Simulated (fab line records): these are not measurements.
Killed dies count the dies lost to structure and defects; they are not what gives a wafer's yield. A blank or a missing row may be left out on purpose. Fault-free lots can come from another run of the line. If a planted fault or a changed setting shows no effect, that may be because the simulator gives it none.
Struck lot and sound lot, side by side / flow n5Finfet / 14 out of 1938 route steps
Sound: these wafers, L946.1, L946.4, L946.6. The struck wafers were L966.2, L966.3, L966.5. The cause comes at the end.
For every step that has rows: the tool of each side, followed by ch and its chambers, followed by its first start. Under that, the readings that differ: sound wafers / struck wafers / difference of the means / sigmas: that difference in standard deviations of wafers without a fault.
alike: readings whose means differ by less than 2 such deviations, and words and numbers that are the same on both sides. not compared: withheld readings, readings that some wafer has no value for, bounds like >300 that may hide the same value, and numbers for which the record gives no deviation and whose values overlap.
The two part at a step that has a row with sigmas, a row that says differs or no value, or rows on one side only. Numbers that have no deviation but don't overlap get no sigmas and don't part them. A reading that every wafer of one side lacks parts them only if that side has two wafers or more.

first, 2 steps without rows for these wafers: N5_BEOL_M5_STRIP_63 (strips in N2/H2); N5_BEOL_M5_STRIP_73 (strips in N2/H2).
N5_BEOL_M5_STRIP_64: strips in CF4.
  sound on rieDiel-01 ch 0,2, day 8 12:20; struck on rieDiel-01 ch 2,3, day 13 08:28
  alike: cf4FlowSccm, drypumpMotorCurrentA, oesProductAu, powerW, rfVppV, showerheadPlenumPTorr, throttleValvePct
  not compared: rfHoursCounterH
N5_BEOL_M5_HM_OPEN_17: chemistry Cl2/BCl3, target TiN, target depth 20 nm, overetch 6 nm.
  sound on rieMetal-02 ch 0,1, day 8 12:22; struck on rieMetal-01 ch 0,1, day 13 08:31
reading=mfcArSccm (sccm); sound=24.90 24.89 24.98; struck=25.09 25.16 25.00; difference=+0.16; sigmas=+2
  alike: drypumpMotorCurrentA, heBacksideLeakSccm, oesProductAu, throttleValvePct
  not compared: rfHoursCounterH
N5_BEOL_M5_STRIP_19: strips in O2.
  sound on rieDiel-02 ch 2,3, day 8 12:29; struck on rieDiel-01 ch 1,2,3, day 13 08:37
reading=oesProductAu (a.u.); sound=0.75 0.69 0.70; struck=0.81 0.88 0.99; difference=+0.18; sigmas=+2
reading=throttleValvePct (%); sound=16.81 17.22 17.21; struck=16.91 16.40 16.16; difference=-0.59; sigmas=-2
  alike: drypumpMotorCurrentA, rfVppV, showerheadPlenumPTorr
  not compared: rfHoursCounterH
N5_BEOL_M5_CD_MEAS_18: pitch 56 nm, target cd 28 nm.
  sound on cdSem-02, day 8 12:33; struck on cdSem-03, day 13 08:41
  alike: cdNm
then, 6 steps without rows for these wafers: N5_BEOL_M5_COAT_65 (time 60 s, resist thk 60 nm); N5_BEOL_M5_COAT_66 (time 60 s, resist thk 12 nm); N5_BEOL_M5_COAT_74 (time 60 s, resist thk 5 nm); N5_BEOL_M5_COAT_22 (resist thk 30 nm); N5_BEOL_M5_EBR_24; N5_BEOL_M5_SOFTBAKE_23 (time 60 s).
N5_BEOL_M5_EXPOSE_25: exposes mask V4, defocus 10 nm.
  struck on euvScanner-01, day 13 09:20; sound on euvScanner-02 ch 0, day 8 13:25
  no value came back on the struck wafers for dipoleOpeningDeg (degrees), exposureDoseMJCm2, na; on the sound wafers dipoleOpeningDeg (degrees) reads 60 60 60
  alike: mask
then, 1 step without rows for these wafers: N5_BEOL_M5_PEB_26 (peb time 60 s).

== WHERE THEY PART ==
First at N5_BEOL_M5_HM_OPEN_17; last, within this record, at N5_BEOL_M5_EXPOSE_25.

WHY: what the simulator had put in
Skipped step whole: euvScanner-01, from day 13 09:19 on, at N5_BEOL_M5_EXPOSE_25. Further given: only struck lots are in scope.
